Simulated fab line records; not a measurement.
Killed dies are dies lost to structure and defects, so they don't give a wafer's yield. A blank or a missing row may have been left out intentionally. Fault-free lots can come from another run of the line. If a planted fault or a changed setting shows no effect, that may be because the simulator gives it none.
fab line records ; flow n5_finfet
record: lots: 6; wafers: 18; last_day: 18
route steps=1938 shown BEOL_M1@773
lots that met no fault: from a run of the same line without faults
start_h: hours from the record's first day to the start of the lot's first wafer shown ; wait_h: hours from the lot's prior step to this one ; " repeats the value in the row above ; L1.1+2: one row covering several wafers at once ; - no value, or no start given ; * or withheld: withheld ; < > ~ a bound
route shown NAME@n: NAME is a module with steps in the file, n the number in the route of the first one ; usual: the fault-free wafers' mean and standard deviation ; same: alike in all rows ; chamber/n: place in a boat ; sites: each site's reading ; _std_site: how widely they spread, as a standard deviation ; _edge_site: inner sites' mean taken away from outer sites' mean ; radius_mm: for every site, how far away it sits from the centre of the wafer ; mask NAME#n: copy n ; behind: the most recent tool/chamber to have shaped the wafer ; hold: the reason the lot was held/the length of the hold in hours/how it ended ; device: the transistor (n, p or np) that didn't switch ; end of line: the tests these same wafers got at the end of their route ; for a step that has no rows: nothing shown but its recipe ; killed: at the first sort, the dies lost to defects and structure; wafer yield is something else ; map: a wafer's dies, marking killed ones x, the rest . and places with no die _
set.NAME: the setting the step ran with; set.NAME@STEP: the setting that earlier step ran with ; model.NAME: the simulator's own value behind a step, which no gauge read
a table for each step, a row for each wafer; lots at some steps of the route
services: from which hour (start_h, from the record's first day; less than 0 if before it) a tool's chamber was out of use, for how many hours, and why
== steps ==
step: N5_BEOL_M1_STRIP_66
recipe: chemistry: CF4; resist: SiARC; power_w: 300; bias_power_w: 75; pressure_mtorr: 50; cf4_flow_sccm: 150; rf_frequency_hz: 6e+07
usual: cf4_flow_sccm: 150.0/0.48; drypump_motor_current_A: 5.7/0.59; oes_product_au: 0.80/0.089; power_w: 300.0/0.9; rf_vpp_V: 270.9/1.4; showerhead_plenum_p_Torr: 1.79/0.051; throttle_valve_pct: 13.56/0.26
lot.wafer;tool;chamber;start_h;wait_h;cf4_flow_sccm;drypump_motor_current_A;oes_product_au;power_w;rf_hours_counter_h;rf_vpp_V;showerhead_plenum_p_Torr;throttle_valve_pct
L415.1;rie_diel-03;3;135.70;0.0;149.8;6.3;0.73;299.7;188;273.8;1.86;13.66
L415.5;rie_diel-03;0;135.70;0.0;150.5;5.0;0.86;299.9;-;271.0;1.83;13.15
L415.6;rie_diel-03;3;135.70;0.0;150.1;6.3;0.73;301.5;-;271.2;1.86;13.65
L416.3;rie_diel-03;2;141.45;0.0;150.5;5.5;0.70;302.2;212;268.7;1.71;13.80
L416.5;rie_diel-03;3;141.45;0.0;149.6;6.2;0.73;301.3;-;271.8;1.86;13.64
L416.6;rie_diel-03;2;141.45;0.0;150.1;5.5;0.70;299.0;-;268.6;1.71;13.82
L421.1;rie_diel-04;3;169.10;0.0;150.1;6.6;0.72;298.4;184;269.8;1.71;13.87
L421.2;rie_diel-04;0;169.10;0.0;150.8;5.7;0.67;299.8;242;271.9;1.85;14.26
L421.6;rie_diel-04;2;169.10;0.0;149.9;5.7;0.88;299.2;-;271.0;1.84;13.52
L422.1;rie_diel-03;1;175.69;0.0;149.6;5.3;0.74;300.3;169;270.8;1.78;13.42
L422.3;rie_diel-03;2;175.69;0.0;149.3;5.5;0.69;300.6;223;268.4;1.71;13.84
L422.4;rie_diel-03;0;175.69;0.0;150.5;5.0;0.85;300.3;66;271.5;1.82;13.17
L434.1;rie_diel-04;1;247.58;0.0;151.1;6.5;0.76;299.6;122;271.3;1.79;13.54
L434.5;rie_diel-04;0;247.58;0.0;150.4;5.7;0.91;301.0;-;272.2;1.84;13.72
L434.6;rie_diel-04;1;247.58;0.0;150.8;6.5;0.77;298.8;-;271.8;1.79;13.56
L436.1;rie_diel-04;1;256.93;0.0;150.2;6.5;0.76;300.5;125;272.0;1.79;13.56
L436.2;rie_diel-04;3;256.93;0.0;150.2;6.7;0.71;300.7;213;269.2;1.70;13.93
L436.4;rie_diel-04;0;256.93;0.0;149.4;5.7;0.91;300.0;14;273.4;1.84;13.71
step: N5_BEOL_M1_HM_OPEN_17
recipe: chemistry: Cl2/BCl3; target_depth_a: 200; overetch_a: 60; target: TiN; mask_material: SOC; ion_energy_ev: 150; pressure_mtorr: 10; icp_w: 1000; bias_w: 126; Cl2_flow_sccm: 53.25; bcl3_flow_sccm: 21.75; Ar_flow_sccm: 25
usual: drypump_motor_current_A: 6.01/0.24; mfc_cl2_sccm: 53.25/0.16; oes_product_au: 0.67/0.09; throttle_valve_pct: 22.18/0.2
lot.wafer;tool;chamber;start_h;wait_h;drypump_motor_current_A;mfc_cl2_sccm;oes_product_au;rf_hours_counter_h;throttle_valve_pct
L415.1;rie_metal-02;1;135.74;0.0;5.50;53.08;0.79;5;22.12
L415.5;rie_metal-02;1;135.74;0.0;5.50;53.11;0.79;-;22.11
L415.6;rie_metal-02;0;135.74;0.0;5.80;53.20;0.74;-;22.08
L416.3;rie_metal-01;0;141.52;0.1;6.18;53.60;0.60;-;22.10
L416.5;rie_metal-01;1;141.52;0.1;6.02;53.08;0.54;-;22.62
L416.6;rie_metal-01;0;141.52;0.1;6.17;53.69;0.60;-;22.14
L421.1;rie_metal-01;0;169.14;0.0;6.14;53.50;0.60;87;22.13
L421.2;rie_metal-01;1;169.14;0.0;6.01;53.11;0.55;102;22.59
L421.6;rie_metal-01;1;169.14;0.0;6.00;52.98;0.54;-;22.60
L422.1;rie_metal-03;1;175.74;0.0;6.07;53.21;0.61;62;21.95
L422.3;rie_metal-03;0;175.74;0.0;6.25;53.19;0.77;-;22.22
L422.4;rie_metal-03;1;175.74;0.0;6.09;53.47;0.61;-;21.96
L434.1;rie_metal-03;1;247.62;0.0;6.03;53.39;0.59;68;21.97
L434.5;rie_metal-03;1;247.62;0.0;6.04;53.32;0.59;-;21.97
L434.6;rie_metal-03;0;247.62;0.0;6.23;53.30;0.75;-;22.24
L436.1;rie_metal-03;1;256.97;0.0;6.05;53.22;0.60;69;21.94
L436.2;rie_metal-03;0;256.97;0.0;6.23;53.24;0.75;16;22.23
L436.4;rie_metal-03;1;256.97;0.0;6.03;53.19;0.60;-;21.95
step: N5_BEOL_M1_STRIP_19
recipe: chemistry: O2; power_w: 400; temp_c: 40; pressure_mtorr: 30; rf_frequency_hz: 6e+07; bias_power_w: 0; overash_fraction: 0.2; o2_flow_sccm: 225
usual: drypump_motor_current_A: 5.7/0.57; oes_product_au: 0.80/0.095; rf_vpp_V: 3.7/0.43; showerhead_plenum_p_Torr: 2.08/0.058; throttle_valve_pct: 16.6/0.31
lot.wafer;tool;chamber;start_h;wait_h;drypump_motor_current_A;oes_product_au;rf_hours_counter_h;rf_vpp_V;showerhead_plenum_p_Torr;throttle_valve_pct
L415.1;rie_diel-04;3;135.89;0.1;6.6;0.73;173;3.4;2.02;17.0
L415.5;rie_diel-04;2;135.89;0.1;5.7;0.95;-;3.3;2.17;16.7
L415.6;rie_diel-04;3;135.89;0.1;6.6;0.73;-;4.0;2.02;17.0
L416.3;rie_diel-01;0;141.60;0.1;4.7;0.90;33;3.2;2.12;16.4
L416.5;rie_diel-01;2;141.60;0.1;6.1;1.01;-;3.6;2.04;16.1
L416.6;rie_diel-01;3;141.60;0.1;6.4;0.89;-;3.0;2.05;16.5
L421.1;rie_diel-01;3;169.26;0.1;6.3;0.88;53;4.0;2.05;16.5
L421.2;rie_diel-01;2;169.26;0.1;6.1;0.97;12;3.0;2.03;16.1
L421.6;rie_diel-01;3;169.26;0.1;6.3;0.89;-;3.9;2.05;16.5
L422.1;rie_diel-03;0;175.85;0.1;5.0;0.85;66;4.1;2.13;16.2
L422.3;rie_diel-03;1;175.85;0.1;5.3;0.75;169;3.6;2.07;16.4
L422.4;rie_diel-03;3;175.85;0.1;6.2;0.72;201;3.8;2.18;16.7
L434.1;rie_diel-04;1;247.74;0.1;6.5;0.78;122;3.2;2.10;16.7
L434.5;rie_diel-04;2;247.74;0.1;5.7;0.86;-;3.3;2.15;16.8
L434.6;rie_diel-04;1;247.74;0.1;6.5;0.78;-;3.5;2.10;16.7
L436.1;rie_diel-03;2;257.08;0.1;5.5;0.67;247;4.5;2.00;17.0
L436.2;rie_diel-03;3;257.08;0.1;6.3;0.71;226;4.6;2.17;16.8
L436.4;rie_diel-03;1;257.08;0.1;5.3;0.74;192;3.9;2.06;16.5
step: N5_BEOL_M1_CD_MEAS_18
recipe: pitch_nm: 36; target_cd_nm: 18
usual: cd_nm: 18.0/0.34
lot.wafer;tool;chamber;start_h;wait_h;cd_nm
L415.1;cd_sem-02;-;135.98;0.1;18.0
L415.5;cd_sem-02;-;135.98;0.1;17.7
L415.6;cd_sem-02;-;135.98;0.1;17.8
L416.3;cd_sem-03;-;141.67;0.1;18.0
L416.5;cd_sem-03;-;141.67;0.1;17.8
L416.6;cd_sem-03;-;141.67;0.1;18.4
L421.1;cd_sem-01;-;169.33;0.0;18.1
L421.2;cd_sem-01;-;169.33;0.0;18.2
L421.6;cd_sem-01;-;169.33;0.0;18.0
L422.1;cd_sem-03;-;175.92;0.0;18.7
L422.3;cd_sem-03;-;175.92;0.0;18.5
L422.4;cd_sem-03;-;175.92;0.0;18.5
L434.1;cd_sem-03;-;247.81;0.0;17.4
L434.5;cd_sem-03;-;247.81;0.0;18.0
L434.6;cd_sem-03;-;247.81;0.0;18.1
L436.1;cd_sem-02;-;257.15;0.0;17.9
L436.2;cd_sem-02;-;257.15;0.0;17.9
L436.4;cd_sem-02;-;257.15;0.0;18.1
step: N5_BEOL_M1_COAT_67
recipe: resist: SOC; temp_c: 250; time_s: 60; spin_rpm: 1500; resist_thk_nm: 60
step: N5_BEOL_M1_COAT_68
recipe: resist: SiARC; temp_c: 220; time_s: 60; spin_rpm: 1500; resist_thk_nm: 12
step: N5_BEOL_M1_COAT_76
recipe: resist: underlayer; temp_c: 205; time_s: 60; spin_rpm: 1500; resist_thk_nm: 5
step: N5_BEOL_M1_COAT_22
recipe: resist: CAR-EUV; spin_rpm: 1500; resist_thk_nm: 30
step: N5_BEOL_M1_EBR_24
recipe: solvent: PGMEA; ebr_width_mm: 1.5
step: N5_BEOL_M1_SOFTBAKE_23
recipe: temp_c: 110; time_s: 60; resist: CAR-EUV
step: N5_BEOL_M1_EXPOSE_25
recipe: mask_id: V0; na: 0.33; source_shape: quasar; sigma_inner: 0.2; sigma_outer: 0.8; polarization: unpolarized; defocus_nm: 5; target_cd_nm: 24; dose_mj: 63
step: N5_BEOL_M1_PEB_26
recipe: peb_temp_c: 100; peb_time_s: 60; resist: CAR-EUV
step: N5_BEOL_M1_DEVELOP_27
recipe: develop_time_s: 30; developer: TMAH; resist: CAR-EUV; rinse_liquid: surfactant_rinse; dry: air_spin; dev_temp_c: 23
usual: chill_plate_temp_C: 23.00/0.1; develop_time_s: 30/0; developer_temp_C: 22.98/0.099; resist_line_temp_C: 23.02/0.11
lot.wafer;tool;chamber;start_h;wait_h;chill_plate_temp_C;develop_time_s;developer_temp_C;resist_line_temp_C;model.CAR-EUV_of_BEOL_M1_COAT_22.thk_nm
L415.1;litho_track-04;0;136.36;-;23.07;30;23.00;23.10;29.6
L415.5;litho_track-04;0;136.36;-;23.04;30;22.92;22.97;29.6
L415.6;litho_track-04;0;136.36;-;22.92;30;22.89;22.99;29.6
L416.3;litho_track-01;0;142.06;-;22.97;30;22.90;23.08;29.4
L416.5;litho_track-01;0;142.06;-;22.96;30;23.04;22.97;29.4
L416.6;litho_track-01;0;142.06;-;23.00;30;22.96;22.97;29.6
L421.1;litho_track-01;-;169.71;-;-;-;-;-;30.2
L421.2;litho_track-01;-;169.71;-;-;-;-;-;30.2
L421.6;litho_track-01;-;169.71;-;-;-;-;-;30.2
L422.1;litho_track-01;-;176.18;-;-;-;-;-;30
L422.3;litho_track-01;-;176.18;-;-;-;-;-;30
L422.4;litho_track-01;-;176.18;-;-;-;-;-;30
L434.1;litho_track-02;0;248.19;-;23.08;30;23.03;22.88;29.6
L434.5;litho_track-02;0;248.19;-;23.09;30;22.99;22.86;29.6
L434.6;litho_track-02;0;248.19;-;23.05;30;22.92;23.09;29.6
L436.1;litho_track-01;0;257.54;-;22.97;30;23.15;23.09;29.4
L436.2;litho_track-01;0;257.54;-;22.99;30;22.89;23.11;29.6
L436.4;litho_track-01;0;257.54;-;23.19;30;22.93;22.95;29.4
step: N5_BEOL_M1_CD_MEAS_28
recipe: landing_energy_ev: 500; detector: se_inlens; target_cd_y_nm: 23.3
usual: cd_nm: 24.04/0.2
lot.wafer;tool;chamber;start_h;wait_h;cd_nm
L415.1;cd_sem-01;0;136.42;-;23.84
L415.5;cd_sem-01;0;136.42;-;24.17
L415.6;cd_sem-01;0;136.42;-;23.84
L416.3;cd_sem-01;0;142.12;-;24.34
L416.5;cd_sem-01;0;142.12;-;24.39
L416.6;cd_sem-01;0;142.12;-;24.11
L421.1;cd_sem-01;0;169.77;-;-
L421.2;cd_sem-01;0;169.77;-;-
L421.6;cd_sem-01;0;169.77;-;-
L422.1;cd_sem-02;0;176.23;-;-
L422.3;cd_sem-02;0;176.23;-;-
L422.4;cd_sem-02;0;176.23;-;-
L434.1;cd_sem-01;0;248.25;-;24.10
L434.5;cd_sem-01;0;248.25;-;24.16
L434.6;cd_sem-01;0;248.25;-;24.68
L436.1;cd_sem-01;0;257.60;-;24.04
L436.2;cd_sem-01;0;257.60;-;23.89
L436.4;cd_sem-01;0;257.60;-;24.23
== services ==
tool;chamber;start_h;hours;kind
rie_metal-01;1;113.05;5.0;repair
rie_diel-04;1;129.49;9.0;repair
rie_diel-04;0;130.52;10.4;repair
rie_diel-04;1;139.52;4.0;repair
rie_metal-03;1;155.59;6.4;repair
rie_metal-03;-;162.97;8.4;repair
litho_track-04;-;170.56;-;consumable_replace:filter
rie_metal-02;1;183.12;1.1;repair
litho_track-02;-;183.47;-;consumable_replace:filter
rie_metal-02;-;191.37;2.8;pm
rie_diel-04;0;197.34;-;clean
rie_diel-04;0;197.34;-;consumable_replace:focus_ring
rie_diel-04;0;197.34;18.8;scheduled_down
rie_diel-04;0;197.34;18.8;vent_cycle
rie_metal-01;-;197.46;0.1;repair
rie_diel-04;1;221.30;13.8;repair
rie_metal-01;0;230.40;9.5;repair
rie_metal-01;-;231.09;1.8;repair
rie_diel-01;1;240.27;4.0;repair
== key ==
first_sign: step: N5_BEOL_M1_DEVELOP_27; reading: tool_record; direction: missing
effect none on later readings
model_effect: step: N5_BEOL_M1_DEVELOP_27; value: CAR-EUV_of_BEOL_M1_COAT_22.thk_nm; without: 29.67; struck: 30.1
met_at N5_BEOL_M1_DEVELOP_27
struck_wafers L421.1,L421.2,L421.6,L422.1,L422.3,L422.4
later_rows_left_out L421.1,L421.2,L421.6,L422.1,L422.3,L422.4
sort_left_out L421.1,L421.2,L421.6,L422.1,L422.3,L422.4
onset_between 142.06 169.71
fault: kind: skipped_step_whole; tool: litho_track-01; chamber: -; onset_h: 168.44; steps: N5_BEOL_M1_DEVELOP_27; scope: struck_lots_only
sort_left_out: the simulated sort isn't trusted on such a fault, so these wafers' sort isn't shown, and their yield isn't known
later_rows_left_out: the simulator's readings of these wafers behind a module that went badly wrong aren't trusted and aren't shown, but for the sort
